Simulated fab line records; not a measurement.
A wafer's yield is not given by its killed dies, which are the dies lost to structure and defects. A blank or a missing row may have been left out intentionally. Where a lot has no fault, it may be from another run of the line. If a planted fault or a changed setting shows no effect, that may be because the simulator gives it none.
What tool caused it? || flow n5Finfet || 12 lots, 36 wafers sampled, at 2 steps of a route of 1938

## WHAT EACH GAUGE READ, for each wafer
N5_BEOL_M12_INSPECT_30: inspects for defects (macro).
{"lot": "L074", "measured": "day 10 20:34", "on": "defectInspect-02", "rawDefectCount": "2 1 2"}
{"lot": "L078", "measured": "day 11 09:49", "on": "defectInspect-02", "rawDefectCount": "5 1 0"}
{"lot": "L080", "measured": "day 11 17:14", "on": "defectInspect-02", "rawDefectCount": "3 3 4"}
{"lot": "L081", "measured": "day 11 21:40", "on": "defectInspect-02", "rawDefectCount": "0 4 2"}
{"lot": "L082", "measured": "day 12 15:28", "on": "defectInspect-02", "rawDefectCount": "2 2 0"}
{"lot": "L085", "measured": "day 12 21:05", "on": "defectInspect-02", "rawDefectCount": "1 3 1"}
{"lot": "L089", "measured": "day 13 20:46", "on": "defectInspect-01", "rawDefectCount": "3 1 4"}
{"lot": "L088", "measured": "day 14 05:19", "on": "defectInspect-01", "rawDefectCount": "5 2 2"}
{"lot": "L091", "measured": "day 14 14:59", "on": "defectInspect-02", "rawDefectCount": "3 2 0"}
{"lot": "L092", "measured": "day 15 05:20", "on": "defectInspect-02", "rawDefectCount": "1 1 2"}
{"lot": "L094", "measured": "day 15 15:03", "on": "defectInspect-01", "rawDefectCount": "4 2 6"}
{"lot": "L097", "measured": "day 16 14:10", "on": "defectInspect-02", "rawDefectCount": "1 0 1"}

## TOOL THAT RAN EACH LOT (tool first, then ch and the chambers of the sampled wafers, then the start)
{"lot": "L074", "N5_BEOL_M11_ALD_74": "aldMetal-01 ch 0,1,3, day 10 16:25"}
{"lot": "L078", "N5_BEOL_M11_ALD_74": "aldMetal-01 ch 0,1,3, day 11 06:21"}
{"lot": "L080", "N5_BEOL_M11_ALD_74": "aldMetal-01 ch 0,2,3, day 11 13:31"}
{"lot": "L081", "N5_BEOL_M11_ALD_74": "aldMetal-01 ch 0,2,3, day 11 17:01"}
{"lot": "L082", "N5_BEOL_M11_ALD_74": "aldMetal-03 ch 1,2,3, day 12 12:02"}
{"lot": "L085", "N5_BEOL_M11_ALD_74": "aldMetal-01 ch 2,3, day 12 17:53"}
{"lot": "L089", "N5_BEOL_M11_ALD_74": "aldMetal-02 ch 1,2,3, day 13 17:31"}
{"lot": "L088", "N5_BEOL_M11_ALD_74": "aldMetal-03 ch 0,1,3, day 14 02:16"}
{"lot": "L091", "N5_BEOL_M11_ALD_74": "aldMetal-03 ch 0,1,2, day 14 11:39"}
{"lot": "L092", "N5_BEOL_M11_ALD_74": "aldMetal-02 ch 0,2,3, day 15 02:02"}
{"lot": "L094", "N5_BEOL_M11_ALD_74": "aldMetal-02 ch 0,1,2, day 15 11:44"}
{"lot": "L097", "N5_BEOL_M11_ALD_74": "aldMetal-02 ch 0,2, day 16 09:22"}
- N5_BEOL_M11_ALD_74: deposits TaN, target thk 2 nm, pulse time 2 s, purge time 3 s.

## THE ANSWER, worked out from the rows above alone
Rule: what is usual is taken from the lots themselves. The widest of any qualifying gaps counts: lots, ordered by their means at a reading, are off when they make up no more than a third of the lots, leave a main group of 4 or more, and stand apart from it by 3 or more times the standard deviation of that group's means. Not used: any main group whose means are identical at the precision the tables above print for the reading. Also off: a lot with no number at a reading for which 4 or more lots have one. The other lots that the step has rows for count as sound.
No lot is off at any reading shown: from this, nothing can be told.

## WHAT THE SIMULATOR HAD INSERTED
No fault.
